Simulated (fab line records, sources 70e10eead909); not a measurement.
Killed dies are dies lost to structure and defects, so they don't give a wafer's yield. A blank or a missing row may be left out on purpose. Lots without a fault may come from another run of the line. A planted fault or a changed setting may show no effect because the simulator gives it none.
Tool commonality check | flow nand_harc | 13 lots, 48 wafers sampled

WHY IT WAS OPENED
At NHARC_A_ONON_D1_THK_MEAS_02 the reading thk_nm is flagged on 3 of 13 lots. Wafers without a fault read 999 nm, standard deviation 12.
Rule: a lot is flagged when every wafer of it that has a number lies more than 4 standard deviations from that mean, or none has a number. The other lots count as sound.

lot  | measured     | on            | thk_nm (nm), wafer by wafer | flag
L731 | day 8 04:20  | film_metro-02 | 1006 1006 1006              |
L732 | day 8 13:20  | film_metro-01 | 986 987 986                 |
L733 | day 8 23:00  | film_metro-02 | 1000 1000 1001              |
L735 | day 10 00:55 | film_metro-02 | 990 991 991                 |
L737 | day 10 14:44 | film_metro-02 | 989 988 986                 |
L736 | day 10 14:46 | film_metro-02 | 999 999 998                 |
L738 | day 11 01:08 | film_metro-02 | 1011 1011 1008              |
L745 | day 14 02:23 | film_metro-01 | 614 614 616 614 613 615     | FLAGGED
L746 | day 14 11:47 | film_metro-02 | 640 639 642 640 641 641     | FLAGGED
L747 | day 14 15:19 | film_metro-02 | 626 625 625 626 627 626     | FLAGGED
L750 | day 16 03:31 | film_metro-02 | 1012 1013 1013              |
L752 | day 16 19:59 | film_metro-01 | 977 977 978                 |
L753 | day 17 02:40 | film_metro-01 | 996 995 996                 |
The numbers of the flagged lots are 627 nm on average: -372 nm against the usual, or -31 standard deviations.

WHICH TOOL RAN EACH LOT
The record holds 1 process step before the reading, out of a route of 1302 steps. In each cell: the tool, then ch and the chambers that the sampled wafers went through, then the start.
lot  | flag    | NHARC_A_ONON_D1_DEP_00
L731 |         | pecvd_onon-02 ch 0, day 8 03:50
L732 |         | pecvd_onon-02 ch 0, day 8 12:53
L733 |         | pecvd_onon-03 ch 0, day 8 22:33
L735 |         | pecvd_onon-01 ch 0, day 10 00:24
L737 |         | pecvd_onon-01 ch 0, day 10 14:16
L736 |         | pecvd_onon-02 ch 0, day 10 14:18
L738 |         | pecvd_onon-02 ch 0, day 11 00:38
L745 | FLAGGED | pecvd_onon-02 ch 0, day 14 01:54
L746 | FLAGGED | pecvd_onon-02 ch 0, day 14 11:20
L747 | FLAGGED | pecvd_onon-02 ch 0, day 14 14:51
L750 |         | pecvd_onon-03 ch 0, day 16 03:01
L752 |         | pecvd_onon-02 ch 0, day 16 19:28
L753 |         | pecvd_onon-02 ch 0, day 17 02:10
What these steps do:
- NHARC_A_ONON_D1_DEP_00: target thk 1000 nm.
- NHARC_A_ONON_D1_THK_MEAS_02: measures by ellipsometry.

FLAGGED OVER TOTAL, TOOL BY TOOL (the gauges that took the reading come last)
step                        | tool          | lots run | flagged | share of the flagged lots | sound lots run after its first flagged lot
NHARC_A_ONON_D1_DEP_00      | pecvd_onon-01 | 2        | 0       | none                      | -
NHARC_A_ONON_D1_DEP_00      | pecvd_onon-02 | 9        | 3       | all                       | 2 (L752,L753)
NHARC_A_ONON_D1_DEP_00      | pecvd_onon-03 | 2        | 0       | none                      | -
NHARC_A_ONON_D1_THK_MEAS_02 | film_metro-01 | 4        | 1       | some                      | 2 (L752,L753)
NHARC_A_ONON_D1_THK_MEAS_02 | film_metro-02 | 9        | 2       | some                      | 1 (L750)

WHAT THE TABLE ALLOWS
1 row of the table ran every flagged lot: pecvd_onon-02 at NHARC_A_ONON_D1_DEP_00.
- pecvd_onon-02 at NHARC_A_ONON_D1_DEP_00: 3 of its 9 lots flagged. Sound lots ran on it after the first flagged one (L752, L753), which a lasting fault on the whole tool wouldn't allow.
No row of the table ran every flagged lot and no sound lot after the first.

WHAT THE SIMULATOR HAD PUT IN
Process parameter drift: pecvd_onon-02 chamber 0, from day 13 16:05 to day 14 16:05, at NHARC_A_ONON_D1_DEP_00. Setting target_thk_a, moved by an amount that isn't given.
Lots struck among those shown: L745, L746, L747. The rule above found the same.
